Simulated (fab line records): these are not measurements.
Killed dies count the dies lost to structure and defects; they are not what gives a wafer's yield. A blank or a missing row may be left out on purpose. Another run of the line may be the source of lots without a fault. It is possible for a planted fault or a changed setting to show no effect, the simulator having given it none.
Chamber matching	flow nand_harc	3 sister chambers for NHARC_A_STAIRCASE_DEP_322 on pecvd-03
The step deposits SiO2, target thk 7200 nm. 3 wafers are shown with their chamber, then 7 later ones without.

## EACH WAFER AND ITS CHAMBER
wafer	chamber	heater_power_w (W)
L078.4	1	728
L084.2	0	714
L084.3	2	597

## WAFERS WITHOUT THEIR CHAMBER
wafer	heater_power_w (W)
L084.6	738
L092.3	695
L092.4	564
L092.5	591
L094.1	658
L094.3	726
L094.4	583

## WHICH CHAMBER EACH ONE RAN IN
wafer	from the rows above	in truth
L084.6	can't be placed: 1 or 0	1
L092.3	can't be placed: 0 or 1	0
L092.4	2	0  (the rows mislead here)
L092.5	2	2
L094.1	can't be placed: 0 or 2 or 1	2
L094.3	can't be placed: 1 or 0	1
L094.4	2	2
Placed correctly: 2 of 7. Not placeable from these rows: 4 (in 4, the candidates include the true chamber). Wrongly placed: 1.
How it was worked out, from the rows above alone: a wafer's distance from a chamber is the root of the sum, over the readings, of the square of ((its reading less the chamber's mean) divided by the reading's scatter). The wafer belongs to the nearest chamber; if the next one is less than 2 further off, it can't be placed. The mean given for a chamber averages the wafers shown for that chamber. The scatter (one wafer shown for each chamber): square how far every hidden wafer sits from the nearest shown wafer, average those squares and take the square root.
